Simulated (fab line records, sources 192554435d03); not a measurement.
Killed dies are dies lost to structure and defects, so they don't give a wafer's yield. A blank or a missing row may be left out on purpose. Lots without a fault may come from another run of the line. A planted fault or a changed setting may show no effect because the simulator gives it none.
fab line records | flow n5_finfet
record lots=6 wafers=18 last_day=17
route steps=1938 shown BEOL_M0@721 BEOL_M4@1111
lots that met no fault: from a run of the same line without faults
start_h: hours from the record's first day to the start of the lot's first wafer shown | wait_h: hours since the lot's step before | " the same as in the row above | L1.1+2: a row that stands for several wafers | - no value, or no start given | * or withheld: withheld | < > ~ a bound
route shown NAME@n: a module of which the file shows steps, and the number in the route of the first | usual: mean/standard deviation of fault-free wafers | same: alike in all rows | chamber/n: place in a boat | sites: the reading at each site | _std_site: their standard deviation | _edge_site: outer sites' mean less inner sites' | radius_mm: how far each site lies from the wafer's centre | mask NAME#n: copy n | behind: the tool/chamber that last shaped the wafer | hold: why the lot was held/for how many hours/how that ended | device: the transistor (n, p or np) that didn't switch | end of line: the same wafers' tests at the end of the route | a step without rows: its recipe alone | killed: dies lost to structure and defects at the first sort, not the wafer's yield | map: a wafer's dies, x killed, . not, _ none there
set.NAME: the setting as run; set.NAME@STEP: as run at that earlier step | model.NAME: the simulator's own value behind a step, which no gauge read
lots at some steps of the route; a table a step, a row a wafer
services: from which hour (start_h, from the record's first day; less than 0 if before it) a tool's chamber was out of use, for how many hours, and why
## steps
# step N5_BEOL_M0_TRENCH_ETCH_107
# recipe chemistry=C4F6/O2 target_depth_a=328 target=SiOC time_s=16.4 ion_energy_ev=250 pressure_mtorr=30 source_w=355 bias_w=185 Ar_flow_sccm=300 C4F6_flow_sccm=10 O2_flow_sccm=10
# usual drypump_motor_current_A=5.7/0.5 oes_o_777_au=0.78/0.06 oes_product_au=0.77/0.056 rf_vpp_V=662/15 showerhead_plenum_p_Torr=2.90/0.055 throttle_valve_pct=20.95/0.28
# columns lot.wafer tool chamber start_h wait_h drypump_motor_current_A oes_o_777_au oes_product_au rf_hours_counter_h rf_vpp_V showerhead_plenum_p_Torr throttle_valve_pct
L647.1 rie_diel-05 0 117.91 0.0 5.5 0.81 0.80 95 676 2.89 21.18
L647.2 " 3 " " 5.5 0.87 0.84 67 658 2.99 20.58
L647.4 " 1 " " 6.2 0.88 0.86 60 681 2.90 21.02
L657.1 rie_diel-06 0 178.68 0.0 6.4 0.72 0.70 201 645 2.82 21.23
L657.2 " 3 " " 5.7 0.82 0.83 91 674 2.90 21.13
L657.5 " 2 " " 5.5 0.77 0.77 - 646 2.87 20.79
L663.1 rie_diel-02 2 217.77 0.0 5.1 0.72 0.71 201 652 2.85 21.43
L663.3 " 3 " " 5.9 0.79 0.74 133 634 2.85 21.19
L663.4 " 0 " " 6.6 0.84 0.84 68 659 2.98 20.82
L664.3 rie_diel-02 0 220.87 0.0 6.5 0.84 0.84 69 658 2.98 20.83
L664.4 " 1 " " 6.3 0.68 0.70 237 658 2.81 20.73
L664.5 " 0 " " 6.5 0.83 0.84 - 659 2.98 20.80
L668.1 rie_diel-05 0 242.01 0.0 5.5 0.77 0.77 142 673 2.87 21.25
L668.4 " 2 " " 4.9 0.71 0.72 208 680 2.92 20.57
L668.6 " 3 " " 5.5 0.82 0.79 - 656 2.97 20.66
L670.2 rie_diel-05 1 250.86 0.0 6.2 0.83 0.80 112 681 2.88 21.09
L670.4 " 3 " " 5.5 0.81 0.78 117 655 2.97 20.65
L670.6 " 3 " " 5.5 0.82 0.79 - 656 2.97 20.66
# step N5_BEOL_M0_STRIP_142
# recipe chemistry=N2/H2 time_s=10 power_w=450 temp_c=40 pressure_mtorr=20 rf_frequency_hz=6e+07 bias_power_w=7 n2_flow_sccm=200 h2_flow_sccm=200
# usual drypump_motor_current_A=5.7/0.49 oes_product_au=0.77/0.057 rf_vpp_V=59.3/0.8 showerhead_plenum_p_Torr=2.58/0.063 throttle_valve_pct=23.70/0.26
# columns lot.wafer tool chamber start_h wait_h drypump_motor_current_A oes_product_au rf_hours_counter_h rf_vpp_V showerhead_plenum_p_Torr throttle_valve_pct
L647.1 rie_diel-05 0 117.94 0.0 5.5 0.81 95 58.6 2.55 23.51
L647.2 " 3 " " 5.5 0.84 67 59.6 2.67 23.41
L647.4 " 1 " " 6.2 0.86 60 59.5 2.57 23.95
L657.1 rie_diel-06 0 178.70 0.0 6.4 0.70 201 61.1 2.51 24.27
L657.2 " 3 " " 5.7 0.83 91 58.6 2.56 23.80
L657.5 " 2 " " 5.5 0.77 - 58.8 2.56 23.58
L663.1 rie_diel-02 2 217.79 0.0 5.1 0.71 201 58.5 2.51 23.91
L663.3 " 3 " " 5.9 0.75 133 58.8 2.55 24.01
L663.4 " 0 " " 6.5 0.85 68 60.7 2.70 23.86
L664.3 rie_diel-02 0 220.90 0.0 6.5 0.85 69 60.3 2.70 23.87
L664.4 " 1 " " 6.3 0.69 237 58.5 2.51 23.56
L664.5 " 0 " " 6.5 0.84 - 58.8 2.70 23.87
L668.1 rie_diel-05 0 242.03 0.0 5.5 0.77 142 59.2 2.53 23.57
L668.4 " 2 " " 4.9 0.72 208 58.7 2.63 23.42
L668.6 " 3 " " 5.5 0.80 - 61.3 2.65 23.46
L670.2 rie_diel-05 1 250.89 0.0 6.2 0.80 112 58.9 2.55 24.02
L670.4 " 3 " " 5.4 0.78 117 60.1 2.65 23.46
L670.6 " 3 " " 5.4 0.79 - 60.1 2.65 23.45
# step N5_BEOL_M0_OCD_MEAS_108
# usual trench_depth_nm=32.7/0.62
# columns lot.wafer tool chamber start_h wait_h trench_depth_nm
L647.1 ocd-01 - 118.02 0.1 33.7
L647.2 " - " " 32.2
L647.4 " - " " 33.0
L657.1 ocd-02 - 178.78 0.1 31.9
L657.2 " - " " 33.3
L657.5 " - " " 32.2
L663.1 ocd-01 - 217.87 0.1 32.4
L663.3 " - " " 32.4
L663.4 " - " " 32.2
L664.3 ocd-02 - 220.98 0.1 33.2
L664.4 " - " " 32.1
L664.5 " - " " 33.0
L668.1 ocd-01 - 242.11 0.1 34.1
L668.4 " - " " 32.8
L668.6 " - " " 31.9
L670.2 ocd-02 - 250.97 0.1 32.6
L670.4 " - " " 32.4
L670.6 " - " " 32.4
# step N5_BEOL_M0_HM_STRIP_129
# recipe chemistry=peroxide_tin_strip material=TiN target_depth_a=170 temp_c=50 time_s=108
# step N5_BEOL_M0_SRD_130
# recipe time_s=30 temp_c=23 rinse_liquid=diw dry=ipa_marangoni
# step N5_BEOL_M0_ETCH_109
# recipe chemistry=CH3F/O2 target_depth_a=80 overetch_a=24 target=SiCN time_s=27.4 ion_energy_ev=120 pressure_mtorr=30 source_w=395 bias_w=75 Ar_flow_sccm=150 CH3F_flow_sccm=30 O2_flow_sccm=20
# step N5_BEOL_M0_STRIP_139
# recipe chemistry=post_etch_residue_remover time_s=60 temp_c=25 remover_ph=withheld remover_water_wt_pct=withheld remover_fluoride_wt_pct=withheld
# step N5_BEOL_M0_SRD_111
# recipe time_s=30 temp_c=23 rinse_liquid=diw dry=ipa_marangoni
# step N5_BEOL_M0_DEGAS_112
# recipe ambient=vacuum temp_c=250 time_s=60
# step N5_BEOL_M0_PRE_CLEAN_113
# recipe gas=H2/He time_s=30 temp_c=250
# usual heater_power_w=324/27
# columns lot.wafer tool chamber start_h wait_h heater_power_w
L647.1 pvd_sputter-03 - 118.63 0.0 350
L647.2 " - " " 361
L647.4 " - " " 319
L657.1 pvd_sputter-02 - 179.21 0.0 322
L657.2 " - " " 319
L657.5 " - " " 280
L663.1 pvd_sputter-01 - 218.47 0.0 328
L663.3 " - " " 328
L663.4 " - " " 338
L664.3 pvd_sputter-03 - 221.90 0.0 290
L664.4 " - " " 325
L664.5 " - " " 286
L668.1 pvd_sputter-02 - 243.10 0.0 325
L668.4 " - " " 321
L668.6 " - " " 315
L670.2 pvd_sputter-02 - 253.10 0.0 282
L670.4 " - " " 321
L670.6 " - " " 285
# step N5_BEOL_M0_ALD_136
# recipe material=TaN target_thk_a=* temp_c=275 ald_precursor_family=PDMAT ald_co_reactant=NH3 pressure_torr=3 carrier_flow_sccm=1500 pulse_time_s=2 purge_time_s=3 co_reactant_purge_time_s=2 co_reactant_pulse_time_s=3 ald_cycles=30 precursor_vessel_temp_c=75 precursor_vessel_pressure_torr=26.25 precursor_vessel_carrier_sccm=1000
# usual heater_power_w=426/27
# columns lot.wafer tool chamber start_h wait_h heater_power_w
L647.1 ald_metal-01 1 118.69 0.0 441
L647.2 " 3 " " 427
L647.4 " 2 " " 382
L657.1 ald_metal-04 3 179.34 0.1 465
L657.2 " 1 " " 430
L657.5 " 3 " " 442
L663.1 ald_metal-01 3 218.58 0.1 440
L663.3 " 1 " " 438
L663.4 " 2 " " 394
L664.3 ald_metal-04 1 221.96 0.0 420
L664.4 " 3 " " 457
L664.5 " 2 " " 432
L668.1 ald_metal-01 0 243.18 0.1 465
L668.4 " 1 " " 441
L668.6 " 3 " " 422
L670.2 ald_metal-01 1 253.17 0.0 451
L670.4 " 2 " " 394
L670.6 " 3 " " 435
# step N5_BEOL_M0_SURFACE_TREAT_137
# recipe gas=Ar time_s=* ion_energy_ev=* ion_current_ma_cm2=0.5 pressure_mtorr=* ar_flow_sccm=30
# step N5_BEOL_M0_CVD_115
# recipe material=Co target_thk_a=* temp_c=withheld precursor=CCTBA/H2 pressure_torr=30 time_s=120
# usual run_length_s=142.9/0.62
# columns lot.wafer tool chamber start_h wait_h run_length_s
L647.1 cvd_co-01 0 119.12 0.1 142.0
L647.2 " 1 " " 143.8
L647.4 " 2 " " 142.4
L657.1 cvd_co-02 1 179.85 0.1 143.0
L657.2 " 0 " " 143.9
L657.5 " 2 " " 143.2
L663.1 cvd_co-02 0 219.11 0.1 144.1
L663.3 " 1 " " 98.9
L663.4 " 0 " " 99.1
L664.3 cvd_co-01 1 222.90 0.0 143.9
L664.4 " 0 " " 142.1
L664.5 " 2 " " 142.4
L668.1 cvd_co-02 1 243.62 0.1 143.3
L668.4 " 0 " " 99.0
L668.6 " 2 " " 143.2
L670.2 cvd_co-01 2 253.55 0.1 142.8
L670.4 " 0 " " 142.2
L670.6 " 1 " " 143.2
# step N5_BEOL_M0_SPUTTER_116
# recipe material=Cu target_thk_a=40 temp_c=-20 chamber_pressure_pa=0.07 power_w=withheld time_s=7.37
# usual chamber_pressure_pa=0.06999/0.00014 throttle_valve_pct=29.9/1.3
# columns lot.wafer tool chamber start_h wait_h chamber_pressure_pa throttle_valve_pct
L647.1 pvd_sputter-02 - 119.23 0.1 0.07006 29.9
L647.2 " - " " 0.06991 26.8
L647.4 " - " " 0.07006 28.5
L657.1 pvd_sputter-02 - 180.03 0.1 0.07001 26.8
L657.2 " - " " 0.07002 28.5
L657.5 " - " " 0.07022 30.4
L663.1 pvd_sputter-01 - 219.31 0.2 0.07013 28.8
L663.3 " - " " 0.07011 31.3
L663.4 " - " " 0.07011 29.5
L664.3 pvd_sputter-02 - 223.10 0.2 0.06992 26.9
L664.4 " - " " 0.06998 29.9
L664.5 " - " " 0.0698 26.8
L668.1 pvd_sputter-01 - 244.58 0.9 0.06987 31.4
L668.4 " - " " 0.07003 30.7
L668.6 " - " " 0.06987 29.0
L670.2 pvd_sputter-02 - 253.66 0.1 0.06989 29.9
L670.4 " - " " 0.07009 30.0
L670.6 " - " " 0.06995 29.5
# step N5_BEOL_M4_RC_MEAS_101
# usual DIBL_N=35.9/1.6 DIBL_P=35.6/2.1 IOFF_N=0.149/0.029 IOFF_P=0.20/0.033 ION_N=671/11 ION_P=460/7.3 SS_N=71.4/0.62 SS_P=73.2/0.65 VT_N=251/3.1 VT_P=-251/3.4
# columns lot.wafer tool chamber start_h wait_h DIBL_N[mV/V] DIBL_P[mV/V] IOFF_N[nA/um] IOFF_P[nA/um] ION_N[uA/um] ION_P[uA/um] SS_N[mV/dec] SS_P[mV/dec] VT_N[mV] VT_P[mV]
L647.1 prober-02 0 165.30 0.0 34.7 35.3 0.124 0.17 662 454 71.0 73.4 256 -254
L647.2 " 0 " " 34.8 35.0 0.120 0.16 652 450 70.7 73.1 255 -255
L647.4 " 0 " " 36.1 34.7 0.132 0.15 653 445 71.4 73.5 254 -258
L657.1 prober-01 0 230.41 0.0 38.3 38.9 0.210 0.23 695 468 71.7 74.2 244 -247
L657.2 " 0 " " 37.5 38.4 0.208 0.23 694 471 72.0 73.6 244 -248
L657.5 " 0 " " 39.1 40.7 0.229 0.26 685 470 72.0 74.2 247 -248
L663.1 prober-02 0 257.60 0.0 37.4 35.4 0.141 0.19 680 462 71.4 73.3 253 -252
L663.3 " 0 " " 37.6 36.2 0.156 0.20 676 455 71.9 73.9 249 -250
L663.4 " 0 " " 36.7 35.3 0.145 0.19 672 460 70.9 73.0 251 -251
L664.3 prober-02 0 274.11 0.3 33.3 32.8 0.103 0.15 652 448 71.6 72.5 260 -253
L664.4 " 0 " " 35.9 34.9 0.128 0.17 664 455 71.9 73.5 255 -254
L664.5 " 0 " " 37.8 37.3 0.164 0.21 671 470 72.6 73.6 250 -253
L668.1 prober-02 0 288.83 0.0 36.2 35.5 0.185 0.22 677 463 71.8 74.1 248 -250
L668.4 " 0 " " 38.2 38.7 0.225 0.28 694 476 71.9 74.4 244 -247
L668.6 " 0 " " 38.2 38.4 0.237 0.28 687 464 72.3 75.4 243 -249
L670.2 prober-02 0 303.91 0.2 39.4 39.3 0.237 0.26 691 466 73.0 74.6 247 -247
L670.4 " 0 " " 33.0 32.5 0.124 0.16 677 458 70.6 72.5 251 -251
L670.6 " 0 " " 36.5 35.8 0.169 0.20 688 464 71.6 73.4 249 -251
## services
# columns tool chamber start_h hours kind
pvd_sputter-02 - 94.48 11.2 repair
ald_metal-04 2 107.16 4.8 repair
cvd_co-02 - 107.91 2.2 repair
cvd_co-02 1 114.74 - clean
cvd_co-02 1 114.74 22.0 scheduled_down
cvd_co-02 - 123.56 6.9 pm
pvd_sputter-02 - 124.06 2.1 repair
cvd_co-02 - 130.46 2.8 pm
cvd_co-01 - 134.02 1.2 repair
rie_diel-02 - 156.72 16.8 repair
ald_metal-04 - 156.82 2.9 repair
rie_diel-06 1 161.09 4.9 repair
rie_diel-05 2 164.28 5.6 repair
cvd_co-02 1 187.00 10.4 repair
rie_diel-06 3 211.16 15.1 repair
cvd_co-01 0 211.71 6.2 repair
ald_metal-04 - 223.20 0.6 repair
rie_diel-02 2 226.34 13.2 repair
rie_diel-06 1 233.21 4.6 repair
rie_diel-06 - 242.52 0.3 repair
rie_diel-02 1 251.75 - clean
rie_diel-02 1 251.75 - consumable_replace:focus_ring
rie_diel-02 1 251.75 19.5 scheduled_down
rie_diel-02 1 251.75 19.5 vent_cycle
## key
first_sign step=N5_BEOL_M0_CVD_115 reading=run_length_s direction=down sigmas=71 usual=* struck=*
effect none on later readings
met_at N5_BEOL_M0_CVD_115
struck_wafers L663.3,L663.4,L668.4
sort_left_out L663.3,L663.4,L668.4
onset_between 179.85 219.11
fault kind=process_parameter_drift tool=cvd_co-02 chamber=- onset_h=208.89 steps=N5_BEOL_M0_CVD_115 channel=time_s offset=* shape=step end_h=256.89 scope=struck_wafers_only acts_in=* stated=*
# sort_left_out: the simulated sort isn't trusted on such a fault, so these wafers' sort isn't shown, and their yield isn't known
